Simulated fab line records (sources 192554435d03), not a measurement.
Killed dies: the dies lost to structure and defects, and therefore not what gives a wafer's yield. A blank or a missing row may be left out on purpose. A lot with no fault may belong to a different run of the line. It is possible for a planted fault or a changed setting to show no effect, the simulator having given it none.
Chamber matching :: flow n5Finfet :: N5_BEOL_M7_ALD_77 on aldMetal-03 has 4 sister chambers
The step deposits TaN, target thk 2 nm, pulse time 2 s, purge time 3 s. 8 wafers are shown with their chamber, then 7 later ones without.

## WAFERS PAIRED WITH THEIR CHAMBERS
wafer: L078.2
chamber: 3
heaterPowerW (W): 418
precursorVesselCarrierSccm (sccm): 1006

wafer: L079.6
chamber: 2
heaterPowerW (W): 360
precursorVesselCarrierSccm (sccm): 1002

wafer: L081.1
chamber: 0
heaterPowerW (W): 493
precursorVesselCarrierSccm (sccm): 1003

wafer: L081.6
chamber: 0
heaterPowerW (W): 496
precursorVesselCarrierSccm (sccm): 1004

wafer: L088.5
chamber: 1
heaterPowerW (W): 422
precursorVesselCarrierSccm (sccm): 1003

wafer: L088.6
chamber: 2
heaterPowerW (W): 371
precursorVesselCarrierSccm (sccm): 998

wafer: L093.2
chamber: 1
heaterPowerW (W): 426
precursorVesselCarrierSccm (sccm): 1000

wafer: L093.3
chamber: 3
heaterPowerW (W): 417
precursorVesselCarrierSccm (sccm): 999

## WAFERS WITHOUT THEIR CHAMBER
wafer: L093.4
heaterPowerW (W): 360
precursorVesselCarrierSccm (sccm): 999

wafer: L092.1
heaterPowerW (W): 483
precursorVesselCarrierSccm (sccm): 999

wafer: L092.2
heaterPowerW (W): 374
precursorVesselCarrierSccm (sccm): 1005

wafer: L092.4
heaterPowerW (W): 409
precursorVesselCarrierSccm (sccm): 999

wafer: L094.3
heaterPowerW (W): 370
precursorVesselCarrierSccm (sccm): 1000

wafer: L094.4
heaterPowerW (W): 421
precursorVesselCarrierSccm (sccm): 998

wafer: L094.6
heaterPowerW (W): 495
precursorVesselCarrierSccm (sccm): 999

## WHICH CHAMBER EACH ONE RAN IN
wafer: L093.4
from the rows above: 2
in truth: 2

wafer: L092.1
from the rows above: 0
in truth: 0

wafer: L092.2
from the rows above: 2
in truth: 2

wafer: L092.4
from the rows above: can't be placed: 3 or 1
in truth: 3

wafer: L094.3
from the rows above: 2
in truth: 2

wafer: L094.4
from the rows above: can't be placed: 1 or 3
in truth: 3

wafer: L094.6
from the rows above: 0
in truth: 0
Correctly placed: 5 of 7. Unplaceable from these rows: 2, with the true chamber sitting among the candidates in 2. 0 placed wrongly.
How it was worked out, from the rows above alone: a wafer's distance from a chamber is the root of the sum, over the readings, of the square of ((its reading less the chamber's mean) divided by the reading's scatter). If the next closest chamber is less than 2 further off than the closest, the wafer can't be placed; otherwise it belongs to the closest. The mean given for a chamber averages the wafers shown for that chamber. The scatter: take each reading less its chamber's mean, square it, sum over the shown wafers, divide by the number of wafers less the number of chambers, and take the root.
